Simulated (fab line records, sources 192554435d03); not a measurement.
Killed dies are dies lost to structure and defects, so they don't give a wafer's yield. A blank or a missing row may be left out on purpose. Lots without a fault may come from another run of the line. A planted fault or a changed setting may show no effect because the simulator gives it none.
fab line records | flow n5_finfet
record lots=7 wafers=39
route steps=1938 shown BEOL_M7@1308
start_h: hours from the record's first day to the start of the lot's first wafer shown | wait_h: hours since the lot's step before | " the same as in the row above | L1.1+2: a row that stands for several wafers | - no value, or no start given | * or withheld: withheld | < > ~ a bound
route shown NAME@n: a module of which the file shows steps, and the number in the route of the first | usual: mean/standard deviation of fault-free wafers | same: alike in all rows | chamber/n: place in a boat | sites: the reading at each site | _std_site: their standard deviation | _edge_site: outer sites' mean less inner sites' | radius_mm: how far each site lies from the wafer's centre | mask NAME#n: copy n | behind: the tool/chamber that last shaped the wafer | hold: why the lot was held/for how many hours/how that ended | device: the transistor (n, p or np) that didn't switch | end of line: the same wafers' tests at the end of the route | a step without rows: its recipe alone | killed: dies lost to structure and defects at the first sort, not the wafer's yield | map: a wafer's dies, x killed, . not, _ none there
set.NAME: the setting as run; set.NAME@STEP: as run at that earlier step | model.NAME: the simulator's own value behind a step, which no gauge read
lots whose settings were changed on purpose; a table a step, a row a wafer
## steps
# step N5_BEOL_M7_TRENCH_ETCH_37
# recipe chemistry=C4F6/O2 target_depth_a=934.78 target=SiCOH_lowk time_s=31.2 ion_energy_ev=250 pressure_mtorr=30 source_w=345 bias_w=185 Ar_flow_sccm=300 C4F6_flow_sccm=10 O2_flow_sccm=10
# columns lot.wafer tool chamber start_h wait_h set.target_depth_a model.BEOL_M7.feature_depth_nm model.etch.depth_nm model.TiN_of_BEOL_M7_HM_DEP_02.thk_nm
L074.1 rie_diel-04 3 - - 934.78 92.8 92.84 17.8
L074.2 " 2 " " 934.78 92 92.07 17.8
L074.3 " 1 " " 934.78 94.2 94.29 17.8
L074.4 " 0 " " 458.9 45 44.95 19
L074.5 " 3 " " 458.9 45.8 45.8 19
L074.6 " 2 " " 458.9 45.4 45.46 19.2
L077.1 rie_diel-04 0 - - 934.78 91 91 17.6
L077.2 " 1 " " 934.78 95 94.99 17.4
L077.3 " 3 " " 934.78 93.8 93.84 17.4
L077.4 " 2 " " 934.78 92.4 92.39 17.4
L077.5 " 0 " " 934.78 91.2 91.18 17.4
L077.6 " 1 " " 934.78 94 93.92 17.4
L083.4 rie_diel-03 0 - - 934.78 90.4 90.39 17.6
L083.5 " 2 " " 934.78 91.6 91.62 17.8
L083.6 " 3 " " 934.78 93.6 93.64 17.6
L086.1 rie_diel-03 2 - - 1141 113 113.1 17
L086.2 " 3 " " 934.78 93.4 93.38 17.6
L086.3 " 1 " " 934.78 92.6 92.58 17.4
L086.4 " 0 " " 934.78 90.2 90.11 17.4
L086.5 " 0 " " 1141 109.4 109.4 17
L086.6 " 3 " " 1141 114.2 114.2 16.8
L091.1 rie_diel-01 0 - - 374.5 37.6 37.54 19.4
L091.2 " 1 " " 934.78 89 88.98 18
L091.3 " 3 " " 934.78 93 92.97 17.8
L091.4 " 2 " " 374.5 35.6 35.62 19.2
L091.5 " 0 " " 374.5 37.8 37.82 19.4
L091.6 " 1 " " 934.78 89.2 89.24 17.4
L090.1 rie_diel-04 1 - - 1405 139.8 139.9 16.4
L090.2 " 3 " " 1405 140.2 140.3 16
L090.3 " 2 " " 1405 138.4 138.4 15.8
L090.4 " 0 " " 934.78 92.4 92.39 17.4
L090.5 " 0 " " 934.78 92.4 92.31 17.6
L090.6 " 1 " " 934.78 93.2 93.25 17
L095.1 rie_diel-01 2 - - 934.78 89.8 89.72 17.6
L095.2 " 3 " " 1179 116.4 116.5 16.6
L095.3 " 0 " " 1179 118.8 118.8 16.8
L095.4 " 1 " " 934.78 90.4 90.36 17.6
L095.5 " 1 " " 934.78 90.6 90.5 17.6
L095.6 " 0 " " 1179 118.6 118.7 17
# step N5_BEOL_M7_ETCH_41
# recipe chemistry=CH3F/O2 target=SiCN target_depth_a=319 taper_deg=2 time_s=57.8 ion_energy_ev=120 mask_material=TiN pressure_mtorr=30 source_w=395 bias_w=75 Ar_flow_sccm=150 CH3F_flow_sccm=30 O2_flow_sccm=20
# step N5_BEOL_M7_STRIP_80
# recipe chemistry=N2/H2 time_s=10 power_w=450 temp_c=40 pressure_mtorr=20 rf_frequency_hz=6e+07 bias_power_w=7 n2_flow_sccm=200 h2_flow_sccm=200
# step N5_BEOL_M7_OCD_MEAS_38
# usual trench_depth_nm=91.8/1.7
# columns lot.wafer tool chamber start_h wait_h set.target_depth_a@BEOL_M7_TRENCH_ETCH_37 trench_depth_nm
L074.1 ocd-02 - 195.27 - 934.78 93.0
L074.2 " - " " 934.78 92.5
L074.3 " - " " 934.78 94.4
L074.4 " - " " 458.9 45.4
L074.5 " - " " 458.9 45.5
L074.6 " - " " 458.9 45.5
L077.1 ocd-02 - 215.67 - 934.78 91.6
L077.2 " - " " 934.78 94.8
L077.3 " - " " 934.78 93.7
L077.4 " - " " 934.78 92.7
L077.5 " - " " 934.78 91.0
L077.6 " - " " 934.78 93.7
L083.4 ocd-01 - 267.81 - 934.78 90.1
L083.5 " - " " 934.78 91.4
L083.6 " - " " 934.78 93.8
L086.1 ocd-01 - 290.90 - 1141 113.3
L086.2 " - " " 934.78 92.9
L086.3 " - " " 934.78 92.5
L086.4 " - " " 934.78 90.0
L086.5 " - " " 1141 109.7
L086.6 " - " " 1141 113.7
L091.1 ocd-01 - 318.60 - 374.5 37.2
L091.2 " - " " 934.78 89.0
L091.3 " - " " 934.78 92.4
L091.4 " - " " 374.5 35.6
L091.5 " - " " 374.5 38.3
L091.6 " - " " 934.78 89.2
L090.1 ocd-01 - 330.07 - 1405 139.9
L090.2 " - " " 1405 140.2
L090.3 " - " " 1405 138.5
L090.4 " - " " 934.78 92.0
L090.5 " - " " 934.78 92.0
L090.6 " - " " 934.78 93.1
L095.1 ocd-01 - 346.76 - 934.78 89.1
L095.2 " - " " 1179 116.0
L095.3 " - " " 1179 119.3
L095.4 " - " " 934.78 90.0
L095.5 " - " " 934.78 90.5
L095.6 " - " " 1179 118.8
# step N5_BEOL_M7_HM_STRIP_39
# recipe chemistry=peroxide_tin_strip material=TiN target_depth_a=250 temp_c=50 time_s=158
# step N5_BEOL_M7_SRD_40
# recipe time_s=30 temp_c=23 rinse_liquid=diw dry=ipa_marangoni
# step N5_BEOL_M7_ECD_50
# recipe material=Cu target_thk_a=3000
# step N5_BEOL_M7_ANNEAL_51
# recipe temp_c=225 time_s=90 ambient=N2
# step N5_BEOL_M7_CMP_52
# recipe stop_on=SiCOH_lowk t_overpolish_s=6.9 down_force_psi=1 platen_rpm=50 clearing_platen_down_force_psi=1.5 clearing_platen_rpm=50 post_cmp_clean=cu_alkaline target_thk_nm=80 clearing_platen_pad_velocity_m_s=0.99484 pad_velocity_m_s=0.99484
# columns lot.wafer tool chamber start_h wait_h set.target_depth_a@BEOL_M7_TRENCH_ETCH_37 model.Cu_of_BEOL_M7_ECD_50.thk_nm
L074.1 cmp-02 0 197.60 0.3 934.78 81
L074.2 " 1 " " 934.78 79.2
L074.3 " 2 " " 934.78 82
L074.4 " 3 " " 458.9 33.6
L074.5 " 0 " " 458.9 34.4
L074.6 " 1 " " 458.9 33
L077.1 cmp-01 1 217.46 0.3 934.78 78.6
L077.4 " 2 " " 934.78 80.4
L077.2 " 3 " " 934.78 83
L077.3 " 0 " " 934.78 80.8
L077.6 " 1 " " 934.78 81.8
L077.5 " 2 " " 934.78 79.8
L083.4 cmp-01 1 271.20 0.2 934.78 77
L083.6 " 3 " " 934.78 80.8
L083.5 " 0 " " 934.78 78.2
L086.1 cmp-03 2 292.95 0.3 1141 100.8
L086.4 " 3 " " 934.78 75.8
L086.3 " 0 " " 934.78 77.6
L086.2 " 1 " " 934.78 81.4
L086.6 " 2 " " 1141 100.4
L086.5 " 3 " " 1141 94.2
L091.1 cmp-01 1 320.96 0.3 374.5 25.6
L091.3 " 2 " " 934.78 81.2
L091.2 " 3 " " 934.78 75
L091.4 " 0 " " 374.5 22.4
L091.5 " 1 " " 374.5 24.2
L091.6 " 2 " " 934.78 77.6
L090.2 cmp-03 1 334.60 0.2 1405 127.4
L090.1 " 2 " " 1405 125.6
L090.3 " 3 " " 1405 123.6
L090.4 " 0 " " 934.78 78.6
L090.5 " 1 " " 934.78 79.8
L090.6 " 2 " " 934.78 78.2
L095.4 cmp-02 2 350.08 0.1 934.78 76.6
L095.2 " 3 " " 1179 102.6
L095.1 " 0 " " 934.78 75.6
L095.3 " 1 " " 1179 103.2
L095.5 " 2 " " 934.78 74.6
L095.6 " 3 " " 1179 106.2
# step N5_BEOL_M7_THK_MEAS_53
# recipe thk_meas_gauge=xrf reads=Cu_of_BEOL_M7_ECD_50
# usual M7_THK=79.3/2.1
# columns lot.wafer tool chamber start_h wait_h set.target_depth_a@BEOL_M7_TRENCH_ETCH_37 M7_THK[nm]
L074.1 film_metro-02 - 197.90 - 934.78 81.6
L074.2 " - " " 934.78 79.6
L074.3 " - " " 934.78 82.4
L074.4 " - " " 458.9 33.8
L074.5 " - " " 458.9 34.6
L074.6 " - " " 458.9 33.1
L077.1 film_metro-02 - 217.75 - 934.78 79.2
L077.2 " - " " 934.78 83.3
L077.3 " - " " 934.78 81.4
L077.4 " - " " 934.78 80.6
L077.5 " - " " 934.78 80.4
L077.6 " - " " 934.78 82.4
L083.4 film_metro-01 - 271.42 - 934.78 77.8
L083.5 " - " " 934.78 79.2
L083.6 " - " " 934.78 82.0
L086.1 film_metro-02 - 293.25 - 1141 102.1
L086.2 " - " " 934.78 82.2
L086.3 " - " " 934.78 78.5
L086.4 " - " " 934.78 76.9
L086.5 " - " " 1141 94.5
L086.6 " - " " 1141 101.6
L091.1 film_metro-01 - 321.25 - 374.5 25.7
L091.2 " - " " 934.78 75.5
L091.3 " - " " 934.78 82.1
L091.4 " - " " 374.5 22.6
L091.5 " - " " 374.5 24.4
L091.6 " - " " 934.78 78.4
L090.1 film_metro-02 - 334.89 - 1405 125.5
L090.2 " - " " 1405 127.8
L090.3 " - " " 1405 123.4
L090.4 " - " " 934.78 78.7
L090.5 " - " " 934.78 79.8
L090.6 " - " " 934.78 78.4
L095.1 film_metro-01 - 350.37 - 934.78 76.8
L095.2 " - " " 1179 104.2
L095.3 " - " " 1179 105.3
L095.4 " - " " 934.78 78.0
L095.5 " - " " 934.78 76.1
L095.6 " - " " 1179 107.6
# step N5_BEOL_M7_PRE_CLEAN_55
# recipe gas=NH3 time_s=15 temp_c=withheld rf_power_w=300
# step N5_BEOL_M7_DEP_56
# recipe material=SiCN target_thk_a=100 temp_c=withheld precursor=3MS/NH3 pressure_torr=3 rf_w=202 time_s=17.5
# step N5_BEOL_M7_RS_MEAS_57
# recipe thk_meas_gauge=four-point-probe reads=Cu_of_BEOL_M7_ECD_50+Co_of_BEOL_M7_CVD_78+TaN_of_BEOL_M7_ALD_77
# usual M7_RS=0.292/0.0093
# columns lot.wafer tool chamber start_h wait_h set.target_depth_a@BEOL_M7_TRENCH_ETCH_37 M7_RS[ohm/sq]
L074.1 film_metro-02 - 198.03 0.1 934.78 0.282
L074.2 " - " " 934.78 0.289
L074.3 " - " " 934.78 0.277
L074.4 " - " " 458.9 0.847
L074.5 " - " " 458.9 0.820
L074.6 " - " " 458.9 0.865
L077.1 film_metro-02 - 217.88 0.1 934.78 0.291
L077.2 " - " " 934.78 0.274
L077.3 " - " " 934.78 0.283
L077.4 " - " " 934.78 0.284
L077.5 " - " " 934.78 0.287
L077.6 " - " " 934.78 0.279
L083.4 film_metro-01 - 271.55 0.0 934.78 0.300
L083.5 " - " " 934.78 0.294
L083.6 " - " " 934.78 0.283
L086.1 film_metro-02 - 293.38 0.1 1141 0.219
L086.2 " - " " 934.78 0.281
L086.3 " - " " 934.78 0.297
L086.4 " - " " 934.78 0.304
L086.5 " - " " 1141 0.237
L086.6 " - " " 1141 0.220
L091.1 film_metro-01 - 321.38 0.1 374.5 1.227
L091.2 " - " " 934.78 0.309
L091.3 " - " " 934.78 0.281
L091.4 " - " " 374.5 1.463
L091.5 " - " " 374.5 1.316
L091.6 " - " " 934.78 0.297
L090.1 film_metro-01 - 335.02 0.1 1405 0.171
L090.2 " - " " 1405 0.168
L090.3 " - " " 1405 0.174
L090.4 " - " " 934.78 0.293
L090.5 " - " " 934.78 0.287
L090.6 " - " " 934.78 0.294
L095.1 film_metro-01 - 350.51 0.1 934.78 0.307
L095.2 " - " " 1179 0.215
L095.3 " - " " 1179 0.214
L095.4 " - " " 934.78 0.302
L095.5 " - " " 934.78 0.311
L095.6 " - " " 1179 0.207
## key
split step=N5_BEOL_M7_TRENCH_ETCH_37 setting=target_depth_a stated=934.78 by=wafer
response step=N5_BEOL_M7_TRENCH_ETCH_37 reading=model.BEOL_M7.feature_depth_nm change=+0.925 per=1% r=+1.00
response step=N5_BEOL_M7_TRENCH_ETCH_37 reading=model.etch.depth_nm change=+0.926 per=1% r=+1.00
response step=N5_BEOL_M7_TRENCH_ETCH_37 reading=model.TiN_of_BEOL_M7_HM_DEP_02.thk_nm change=-0.026 per=1% r=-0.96
response step=N5_BEOL_M7_OCD_MEAS_38 reading=trench_depth_nm change=+0.929 per=1% r=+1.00
response step=N5_BEOL_M7_CMP_52 reading=model.Cu_of_BEOL_M7_ECD_50.thk_nm change=+0.927 per=1% r=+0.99
response step=N5_BEOL_M7_THK_MEAS_53 reading=M7_THK change=+0.933 per=1% r=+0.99
response step=N5_BEOL_M7_RS_MEAS_57 reading=M7_RS shape=bent at_lowest=1.335 at_stated=0.291 at_highest=0.171
